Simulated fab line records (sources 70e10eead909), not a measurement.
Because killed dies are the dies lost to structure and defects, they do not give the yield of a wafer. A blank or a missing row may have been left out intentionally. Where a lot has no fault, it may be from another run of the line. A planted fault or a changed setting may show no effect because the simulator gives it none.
The tool behind it: which one? :: flow nand_harc :: 72 wafers from 24 lots sampled at 6 of the route's 1302 steps

== WHAT THE GAUGES SHOWED, per wafer ==
NHARC_P_M2_OVL_MEAS_10: pitch 340 nm.
lot: L074
measured: day 6 10:52
on: overlay-02
overlay_x_nm (nm): -0.6 -1.1 -1.0
overlay_y_nm (nm): -2.7 -2.5 -2.7

lot: L075
measured: day 6 17:31
on: overlay-02
overlay_x_nm (nm): -1.7 -1.9 -2.2
overlay_y_nm (nm): 1.0 0.8 1.0

lot: L076
measured: day 7 02:40
on: overlay-02
overlay_x_nm (nm): 0.2 0.9 0.8
overlay_y_nm (nm): -0.5 0.1 -0.1

lot: L077
measured: day 7 16:29
on: overlay-01
overlay_x_nm (nm): 0.2 0.2 0.8
overlay_y_nm (nm): 0.0 -0.3 0.2

lot: L078
measured: day 8 00:05
on: overlay-02
overlay_x_nm (nm): 0.1 -0.3 0.2
overlay_y_nm (nm): -0.4 -0.6 -0.5

lot: L079
measured: day 8 14:58
on: overlay-01
overlay_x_nm (nm): -0.1 0.2 0.6
overlay_y_nm (nm): -0.6 -1.6 -1.2

lot: L080
measured: day 9 02:23
on: overlay-02
overlay_x_nm (nm): 1.5 0.8 0.4
overlay_y_nm (nm): -0.2 -0.7 -0.4

lot: L081
measured: day 9 06:06
on: overlay-01
overlay_x_nm (nm): 2.4 2.1 1.9
overlay_y_nm (nm): 1.3 2.1 2.1

lot: L082
measured: day 10 04:32
on: overlay-01
overlay_x_nm (nm): -1.1 -0.9 -1.4
overlay_y_nm (nm): 1.2 1.0 1.7

lot: L083
measured: day 10 08:35
on: overlay-02
overlay_x_nm (nm): -0.4 -0.7 -0.8
overlay_y_nm (nm): 1.3 1.3 1.2

lot: L084
measured: day 10 16:49
on: overlay-02
overlay_x_nm (nm): 0.4 1.1 0.3
overlay_y_nm (nm): -0.2 -0.1 0.0

lot: L085
measured: day 10 21:01
on: overlay-01
overlay_x_nm (nm): 0.0 0.0 -0.6
overlay_y_nm (nm): 0.6 0.9 0.8

lot: L086
measured: day 11 05:59
on: overlay-02
overlay_x_nm (nm): 1.0 0.9 0.9
overlay_y_nm (nm): 2.1 1.8 1.4

lot: L087
measured: day 12 10:22
on: overlay-02
overlay_x_nm (nm): -0.3 -0.8 -0.4
overlay_y_nm (nm): -0.8 -0.7 -0.7

lot: L089
measured: day 12 10:42
on: overlay-01
overlay_x_nm (nm): 0.6 0.5 0.3
overlay_y_nm (nm): -0.2 -0.5 0.0

lot: L088
measured: day 12 11:15
on: overlay-02
overlay_x_nm (nm): 1.8 1.9 2.1
overlay_y_nm (nm): -0.6 -1.2 -0.7

lot: L090
measured: day 13 02:04
on: overlay-02
overlay_x_nm (nm): 0.2 -0.2 0.3
overlay_y_nm (nm): 0.7 0.7 0.5

lot: L091
measured: day 13 12:17
on: overlay-02
overlay_x_nm (nm): 0.1 0.1 -0.1
overlay_y_nm (nm): -0.3 0.1 -0.2

lot: L092
measured: day 14 06:49
on: overlay-02
overlay_x_nm (nm): 0.6 0.0 0.7
overlay_y_nm (nm): -0.1 -0.1 -0.5

lot: L093
measured: day 14 10:26
on: overlay-02
overlay_x_nm (nm): 2.4 1.9 1.5
overlay_y_nm (nm): 0.8 1.1 1.0

lot: L094
measured: day 14 16:17
on: overlay-01
overlay_x_nm (nm): -0.8 -0.3 -0.7
overlay_y_nm (nm): 0.2 0.6 0.9

lot: L095
measured: day 15 09:47
on: overlay-02
overlay_x_nm (nm): 1.4 1.4 1.3
overlay_y_nm (nm): 0.1 -0.2 -0.7

lot: L096
measured: day 15 10:41
on: overlay-02
overlay_x_nm (nm): 1.4 1.6 1.7
overlay_y_nm (nm): -0.9 -0.6 0.1

lot: L097
measured: day 16 01:59
on: overlay-01
overlay_x_nm (nm): 0.5 0.9 1.5
overlay_y_nm (nm): -0.2 -0.3 0.0

NHARC_P_M2_INSPECT_11.
lot: L074
measured: day 6 10:54
on: defect_inspect-01
raw_defect_count: 8 9 3

lot: L075
measured: day 6 17:33
on: defect_inspect-01
raw_defect_count: 10 5 2

lot: L076
measured: day 7 02:42
on: defect_inspect-01
raw_defect_count: 6 8 11

lot: L077
measured: day 7 16:31
on: defect_inspect-02
raw_defect_count: 6 5 6

lot: L078
measured: day 8 00:07
on: defect_inspect-02
raw_defect_count: 4 5 9

lot: L079
measured: day 8 15:01
on: defect_inspect-02
raw_defect_count: 1 7 3

lot: L080
measured: day 9 02:26
on: defect_inspect-01
raw_defect_count: 5 6 0

lot: L081
measured: day 9 06:08
on: defect_inspect-01
raw_defect_count: 7 7 9

lot: L082
measured: day 10 04:35
on: defect_inspect-02
raw_defect_count: 4 6 4

lot: L083
measured: day 10 08:37
on: defect_inspect-01
raw_defect_count: 2 4 5

lot: L084
measured: day 10 16:52
on: defect_inspect-02
raw_defect_count: 2 3 2

lot: L085
measured: day 10 21:04
on: defect_inspect-02
raw_defect_count: 2 1 2

lot: L086
measured: day 11 06:02
on: defect_inspect-01
raw_defect_count: 2 0 3

lot: L087
measured: day 12 10:24
on: defect_inspect-02
raw_defect_count: 6 7 10

lot: L089
measured: day 12 10:44
on: defect_inspect-01
raw_defect_count: 2 1 0

lot: L088
measured: day 12 11:17
on: defect_inspect-01
raw_defect_count: 3 0 4

lot: L090
measured: day 13 02:07
on: defect_inspect-01
raw_defect_count: 14 14 8

lot: L091
measured: day 13 12:20
on: defect_inspect-01
raw_defect_count: 3 4 1

lot: L092
measured: day 14 06:52
on: defect_inspect-02
raw_defect_count: 9 10 11

lot: L093
measured: day 14 10:28
on: defect_inspect-02
raw_defect_count: 4 6 4

lot: L094
measured: day 14 16:19
on: defect_inspect-01
raw_defect_count: 4 7 6

lot: L095
measured: day 15 09:50
on: defect_inspect-02
raw_defect_count: 3 7 8

lot: L096
measured: day 15 10:44
on: defect_inspect-02
raw_defect_count: 4 3 4

lot: L097
measured: day 16 02:01
on: defect_inspect-02
raw_defect_count: 4 2 4

NHARC_P_M2_CD_MEAS_16.
lot: L074
measured: day 6 11:16
on: cd_sem-03
cd_nm (nm): 169.2 170.9 170.2

lot: L075
measured: day 6 17:55
on: cd_sem-03
cd_nm (nm): 169.3 170.3 170.7

lot: L076
measured: day 7 03:04
on: cd_sem-02
cd_nm (nm): 169.4 170.7 170.0

lot: L077
measured: day 7 16:53
on: cd_sem-03
cd_nm (nm): 171.2 171.3 171.6

lot: L078
measured: day 8 00:29
on: cd_sem-02
cd_nm (nm): 169.8 169.2 171.2

lot: L079
measured: day 8 15:23
on: cd_sem-02
cd_nm (nm): 171.0 170.8 170.5

lot: L080
measured: day 9 02:49
on: cd_sem-02
cd_nm (nm): 171.6 171.4 171.5

lot: L081
measured: day 9 06:30
on: cd_sem-03
cd_nm (nm): 170.4 171.1 170.9

lot: L082
measured: day 10 05:07
on: cd_sem-01
cd_nm (nm): 171.3 169.5 170.2

lot: L083
measured: day 10 08:59
on: cd_sem-03
cd_nm (nm): 169.7 169.4 169.4

lot: L084
measured: day 10 17:13
on: cd_sem-03
cd_nm (nm): 169.5 169.6 170.5

lot: L085
measured: day 10 21:26
on: cd_sem-02
cd_nm (nm): 169.7 168.1 169.2

lot: L086
measured: day 11 06:24
on: cd_sem-01
cd_nm (nm): 170.8 170.9 171.1

lot: L087
measured: day 12 10:46
on: cd_sem-01
cd_nm (nm): 170.2 170.4 170.6

lot: L089
measured: day 12 11:06
on: cd_sem-02
cd_nm (nm): 170.9 171.4 169.3

lot: L088
measured: day 12 11:39
on: cd_sem-01
cd_nm (nm): 168.6 168.9 169.1

lot: L090
measured: day 13 02:29
on: cd_sem-01
cd_nm (nm): 169.8 168.4 169.3

lot: L091
measured: day 13 12:44
on: cd_sem-02
cd_nm (nm): 169.3 170.6 169.0

lot: L092
measured: day 14 07:14
on: cd_sem-02
cd_nm (nm): 169.4 171.0 171.3

lot: L093
measured: day 14 10:50
on: cd_sem-01
cd_nm (nm): 170.1 171.0 171.1

lot: L094
measured: day 14 16:41
on: cd_sem-03
cd_nm (nm): 170.7 168.4 167.9

lot: L095
measured: day 15 10:12
on: cd_sem-01
cd_nm (nm): 169.2 170.1 168.3

lot: L096
measured: day 15 11:08
on: cd_sem-02
cd_nm (nm): 170.3 169.1 169.2

lot: L097
measured: day 16 02:23
on: cd_sem-01
cd_nm (nm): 169.9 170.0 170.2

NHARC_P_BONDPAD_THK_MEAS_33: measures by ellipsometry.
lot: L074
measured: day 6 14:46
on: film_metro-02
thk_nm (nm): 199.0 201.3 201.2

lot: L075
measured: day 6 21:26
on: film_metro-02
thk_nm (nm): 201.6 199.6 200.6

lot: L076
measured: day 7 06:34
on: film_metro-02
thk_nm (nm): 200.1 198.9 200.4

lot: L077
measured: day 7 20:23
on: film_metro-02
thk_nm (nm): 201.1 201.6 201.5

lot: L078
measured: day 8 03:59
on: film_metro-02
thk_nm (nm): 198.6 198.7 199.1

lot: L079
measured: day 8 19:03
on: film_metro-02
thk_nm (nm): 200.0 199.7 201.7

lot: L080
measured: day 9 06:29
on: film_metro-01
thk_nm (nm): 199.3 200.7 200.2

lot: L081
measured: day 9 10:08
on: film_metro-01
thk_nm (nm): 201.1 200.3 198.3

lot: L082
measured: day 10 09:05
on: film_metro-01
thk_nm (nm): 202.6 200.0 201.0

lot: L083
measured: day 10 12:27
on: film_metro-01
thk_nm (nm): 200.5 202.2 201.6

lot: L084
measured: day 10 20:41
on: film_metro-02
thk_nm (nm): 200.0 198.1 201.7

lot: L085
measured: day 11 00:55
on: film_metro-01
thk_nm (nm): 199.7 198.5 200.4

lot: L086
measured: day 11 10:22
on: film_metro-01
thk_nm (nm): 201.3 200.7 199.3

lot: L087
measured: day 12 14:37
on: film_metro-02
thk_nm (nm): 199.2 199.2 198.9

lot: L089
measured: day 12 14:53
on: film_metro-02
thk_nm (nm): 201.2 200.7 202.4

lot: L088
measured: day 12 15:48
on: film_metro-02
thk_nm (nm): 198.5 200.9 198.9

lot: L090
measured: day 13 06:02
on: film_metro-02
thk_nm (nm): 199.4 201.3 199.9

lot: L091
measured: day 13 16:20
on: film_metro-02
thk_nm (nm): 201.8 202.6 202.0

lot: L092
measured: day 14 10:46
on: film_metro-01
thk_nm (nm): 202.5 199.8 198.7

lot: L093
measured: day 14 14:24
on: film_metro-02
thk_nm (nm): 202.1 199.2 201.1

lot: L094
measured: day 14 20:21
on: film_metro-01
thk_nm (nm): 203.0 200.6 198.9

lot: L095
measured: day 15 13:41
on: film_metro-02
thk_nm (nm): 200.8 200.0 200.3

lot: L096
measured: day 15 14:46
on: film_metro-02
thk_nm (nm): 201.4 201.2 202.0

lot: L097
measured: day 16 05:56
on: film_metro-02
thk_nm (nm): 201.4 200.9 200.4

NHARC_P_BONDPAD_CD_MEAS_13.
lot: L074
measured: day 6 15:47
on: cd_sem-03
cd_nm (nm): 497.4 497.2 499.7

lot: L075
measured: day 6 22:34
on: cd_sem-01
cd_nm (nm): 500.2 496.9 500.1

lot: L076
measured: day 7 07:40
on: cd_sem-03
cd_nm (nm): 497.8 496.4 494.7

lot: L077
measured: day 7 21:21
on: cd_sem-01
cd_nm (nm): 494.9 495.7 496.4

lot: L078
measured: day 8 05:05
on: cd_sem-02
cd_nm (nm): 503.0 502.8 499.8

lot: L079
measured: day 8 20:08
on: cd_sem-03
cd_nm (nm): 500.6 503.7 500.8

lot: L080
measured: day 9 07:26
on: cd_sem-03
cd_nm (nm): 498.1 498.0 496.9

lot: L081
measured: day 9 11:06
on: cd_sem-02
cd_nm (nm): 499.5 496.4 497.4

lot: L082
measured: day 10 10:11
on: cd_sem-02
cd_nm (nm): 498.1 499.5 500.4

lot: L083
measured: day 10 13:33
on: cd_sem-02
cd_nm (nm): 500.1 502.4 501.2

lot: L084
measured: day 10 21:46
on: cd_sem-02
cd_nm (nm): 497.0 497.5 497.8

lot: L085
measured: day 11 02:00
on: cd_sem-01
cd_nm (nm): 501.6 501.4 501.0

lot: L086
measured: day 11 11:28
on: cd_sem-02
cd_nm (nm): 496.6 500.8 498.7

lot: L087
measured: day 12 15:43
on: cd_sem-01
cd_nm (nm): 499.4 499.4 500.7

lot: L089
measured: day 12 15:59
on: cd_sem-02
cd_nm (nm): 499.8 499.1 500.1

lot: L088
measured: day 12 16:53
on: cd_sem-03
cd_nm (nm): 502.0 499.6 503.6

lot: L090
measured: day 13 07:09
on: cd_sem-03
cd_nm (nm): 502.0 500.6 500.4

lot: L091
measured: day 13 17:26
on: cd_sem-01
cd_nm (nm): 495.7 497.2 498.5

lot: L092
measured: day 14 11:43
on: cd_sem-01
cd_nm (nm): 501.4 499.7 499.5

lot: L093
measured: day 14 15:30
on: cd_sem-03
cd_nm (nm): 499.6 501.2 501.5

lot: L094
measured: day 14 21:26
on: cd_sem-02
cd_nm (nm): 501.6 503.5 501.7

lot: L095
measured: day 15 14:46
on: cd_sem-02
cd_nm (nm): 499.9 496.9 502.6

lot: L096
measured: day 15 15:52
on: cd_sem-02
cd_nm (nm): 500.1 499.4 498.7

lot: L097
measured: day 16 06:55
on: cd_sem-03
cd_nm (nm): 498.2 496.6 495.7

== EACH LOT AND THE TOOL THAT RAN IT (in order: tool; ch and the chambers of the sampled wafers; start) ==
lot: L074
NHARC_P_BONDPAD_DESCUM_11: rie_diel-10 ch 1,2, day 6 15:26

lot: L075
NHARC_P_BONDPAD_DESCUM_11: rie_diel-11 ch 1,3, day 6 22:14

lot: L076
NHARC_P_BONDPAD_DESCUM_11: rie_diel-12 ch 0,1,3, day 7 07:22

lot: L077
NHARC_P_BONDPAD_DESCUM_11: rie_diel-10 ch 0,1,2, day 7 21:02

lot: L078
NHARC_P_BONDPAD_DESCUM_11: rie_diel-11 ch 0,2,3, day 8 04:47

lot: L079
NHARC_P_BONDPAD_DESCUM_11: rie_diel-11 ch 0,3, day 8 19:49

lot: L080
NHARC_P_BONDPAD_DESCUM_11: rie_diel-11 ch 1,2,3, day 9 07:08

lot: L081
NHARC_P_BONDPAD_DESCUM_11: rie_diel-11 ch 0,2,3, day 9 10:48

lot: L082
NHARC_P_BONDPAD_DESCUM_11: rie_diel-10 ch 0,1,3, day 10 09:53

lot: L083
NHARC_P_BONDPAD_DESCUM_11: rie_diel-11 ch 1,2, day 10 13:14

lot: L084
NHARC_P_BONDPAD_DESCUM_11: rie_diel-12 ch 0,1, day 10 21:28

lot: L085
NHARC_P_BONDPAD_DESCUM_11: rie_diel-12 ch 0,2,3, day 11 01:42

lot: L086
NHARC_P_BONDPAD_DESCUM_11: rie_diel-12 ch 1,2, day 11 11:09

lot: L087
NHARC_P_BONDPAD_DESCUM_11: rie_diel-11 ch 2,3, day 12 15:23

lot: L089
NHARC_P_BONDPAD_DESCUM_11: rie_diel-12 ch 1,2, day 12 15:40

lot: L088
NHARC_P_BONDPAD_DESCUM_11: rie_diel-11 ch 0,2,3, day 12 16:35

lot: L090
NHARC_P_BONDPAD_DESCUM_11: rie_diel-11 ch 2,3, day 13 06:50

lot: L091
NHARC_P_BONDPAD_DESCUM_11: rie_diel-11 ch 1,3, day 13 17:07

lot: L092
NHARC_P_BONDPAD_DESCUM_11: rie_diel-12 ch 2,3, day 14 11:25

lot: L093
NHARC_P_BONDPAD_DESCUM_11: rie_diel-10 ch 0,2,3, day 14 15:11

lot: L094
NHARC_P_BONDPAD_DESCUM_11: rie_diel-12 ch 0,1, day 14 21:07

lot: L095
NHARC_P_BONDPAD_DESCUM_11: rie_diel-10 ch 2,3, day 15 14:28

lot: L096
NHARC_P_BONDPAD_DESCUM_11: rie_diel-10 ch 1,2,3, day 15 15:34

lot: L097
NHARC_P_BONDPAD_DESCUM_11: rie_diel-11 ch 0,2,3, day 16 06:35
- NHARC_P_BONDPAD_DESCUM_11: chemistry O2, time 3 s.

== AS READ BY THE TOOLS THEMSELVES (means over the sampled wafers that have a number; for cases with no such wafer, the mark the record gives instead) ==
NHARC_P_BONDPAD_DESCUM_11.
lot: L074
tool: rie_diel-10
drypump_motor_current_A (A): 5.9
oes_product_au (a.u.): 1.002
rf_vpp_V (V): 56.8
showerhead_plenum_p_Torr (Torr): 1.84
throttle_valve_pct (%): 11.311

lot: L075
tool: rie_diel-11
drypump_motor_current_A (A): 5.0
oes_product_au (a.u.): 0.993
rf_vpp_V (V): 59.2
showerhead_plenum_p_Torr (Torr): 1.95
throttle_valve_pct (%): 11.307

lot: L076
tool: rie_diel-12
drypump_motor_current_A (A): 5.5
oes_product_au (a.u.): 0.989
rf_vpp_V (V): 57.8
showerhead_plenum_p_Torr (Torr): 1.94
throttle_valve_pct (%): 11.316

lot: L077
tool: rie_diel-10
drypump_motor_current_A (A): 6.0
oes_product_au (a.u.): 1.000
rf_vpp_V (V): 58.2
showerhead_plenum_p_Torr (Torr): 1.88
throttle_valve_pct (%): 11.316

lot: L078
tool: rie_diel-11
drypump_motor_current_A (A): 5.7
oes_product_au (a.u.): 1.000
rf_vpp_V (V): 58.4
showerhead_plenum_p_Torr (Torr): 2.02
throttle_valve_pct (%): 11.322

lot: L079
tool: rie_diel-11
drypump_motor_current_A (A): 5.6
oes_product_au (a.u.): 1.003
rf_vpp_V (V): 58.8
showerhead_plenum_p_Torr (Torr): 2.00
throttle_valve_pct (%): 11.308

lot: L080
tool: rie_diel-11
drypump_motor_current_A (A): 5.5
oes_product_au (a.u.): 0.998
rf_vpp_V (V): 58.3
showerhead_plenum_p_Torr (Torr): 2.00
throttle_valve_pct (%): 11.313

lot: L081
tool: rie_diel-11
drypump_motor_current_A (A): 5.7
oes_product_au (a.u.): 1.001
rf_vpp_V (V): 58.2
showerhead_plenum_p_Torr (Torr): 2.02
throttle_valve_pct (%): 11.305

lot: L082
tool: rie_diel-10
drypump_motor_current_A (A): 6.1
oes_product_au (a.u.): 1.003
rf_vpp_V (V): 58.6
showerhead_plenum_p_Torr (Torr): 1.95
throttle_valve_pct (%): 11.318

lot: L083
tool: rie_diel-11
drypump_motor_current_A (A): 5.6
oes_product_au (a.u.): 1.000
rf_vpp_V (V): 58.5
showerhead_plenum_p_Torr (Torr): 1.99
throttle_valve_pct (%): 11.307

lot: L084
tool: rie_diel-12
drypump_motor_current_A (A): 5.5
oes_product_au (a.u.): 0.989
rf_vpp_V (V): 57.7
showerhead_plenum_p_Torr (Torr): 1.91
throttle_valve_pct (%): 11.305

lot: L085
tool: rie_diel-12
drypump_motor_current_A (A): 5.4
oes_product_au (a.u.): 0.997
rf_vpp_V (V): 57.8
showerhead_plenum_p_Torr (Torr): 1.92
throttle_valve_pct (%): 11.309

lot: L086
tool: rie_diel-12
drypump_motor_current_A (A): 5.3
oes_product_au (a.u.): 1.002
rf_vpp_V (V): 58.0
showerhead_plenum_p_Torr (Torr): 1.89
throttle_valve_pct (%): 11.318

lot: L087
tool: rie_diel-11
drypump_motor_current_A (A): 5.9
oes_product_au (a.u.): 1.010
rf_vpp_V (V): 58.0
showerhead_plenum_p_Torr (Torr): 2.04
throttle_valve_pct (%): 11.316

lot: L089
tool: rie_diel-12
drypump_motor_current_A (A): 5.4
oes_product_au (a.u.): 0.997
rf_vpp_V (V): 56.7
showerhead_plenum_p_Torr (Torr): 1.91
throttle_valve_pct (%): 11.309

lot: L088
tool: rie_diel-11
drypump_motor_current_A (A): 5.8
oes_product_au (a.u.): 1.009
rf_vpp_V (V): 58.8
showerhead_plenum_p_Torr (Torr): 2.02
throttle_valve_pct (%): 11.314

lot: L090
tool: rie_diel-11
drypump_motor_current_A (A): 6.0
oes_product_au (a.u.): 1.004
rf_vpp_V (V): 58.3
showerhead_plenum_p_Torr (Torr): 2.04
throttle_valve_pct (%): 11.306

lot: L091
tool: rie_diel-11
drypump_motor_current_A (A): 5.4
oes_product_au (a.u.): 1.007
rf_vpp_V (V): 57.9
showerhead_plenum_p_Torr (Torr): 2.00
throttle_valve_pct (%): 11.307

lot: L092
tool: rie_diel-12
drypump_motor_current_A (A): 5.3
oes_product_au (a.u.): 1.005
rf_vpp_V (V): 57.8
showerhead_plenum_p_Torr (Torr): 1.92
throttle_valve_pct (%): 11.315

lot: L093
tool: rie_diel-10
drypump_motor_current_A (A): 6.0
oes_product_au (a.u.): 1.001
rf_vpp_V (V): 57.1
showerhead_plenum_p_Torr (Torr): 1.93
throttle_valve_pct (%): 11.312

lot: L094
tool: rie_diel-12
drypump_motor_current_A (A): 5.5
oes_product_au (a.u.): 0.991
rf_vpp_V (V): 57.7
showerhead_plenum_p_Torr (Torr): 1.91
throttle_valve_pct (%): 11.304

lot: L095
tool: rie_diel-10
drypump_motor_current_A (A): 5.8
oes_product_au (a.u.): 1.014
rf_vpp_V (V): 57.9
showerhead_plenum_p_Torr (Torr): 1.94
throttle_valve_pct (%): 11.302

lot: L096
tool: rie_diel-10
drypump_motor_current_A (A): 5.9
oes_product_au (a.u.): 1.000
rf_vpp_V (V): 58.2
showerhead_plenum_p_Torr (Torr): 1.89
throttle_valve_pct (%): 11.305

lot: L097
tool: rie_diel-11
drypump_motor_current_A (A): 5.8
oes_product_au (a.u.): 1.007
rf_vpp_V (V): 58.6
showerhead_plenum_p_Torr (Torr): 2.02
throttle_valve_pct (%): 11.309

== THE ANSWER, worked out from the rows above alone ==
Rule: what is usual is taken from the lots themselves. The widest of any qualifying gaps counts: lots, ordered by their means at a reading, are off when they make up no more than a third of the lots, leave a main group of 4 or more, and stand apart from it by 3 or more times the standard deviation of that group's means. If all means in a main group match to the digits the tables above print for the reading, that group is not used. Also off: a lot with no number at a reading for which 4 or more lots have one. The other lots that the step has rows for count as sound. The gauges are gone through in route order, then the tools' own readings, and for those a lot's mean is taken as printed above. At the first step where some lot is off, the reading lying furthest off is the one used; lots without a number count as furthest.
Across all readings shown, no lot is off: no conclusion can be drawn from this.

== WHAT THE SIMULATOR HAD PUT IN ==
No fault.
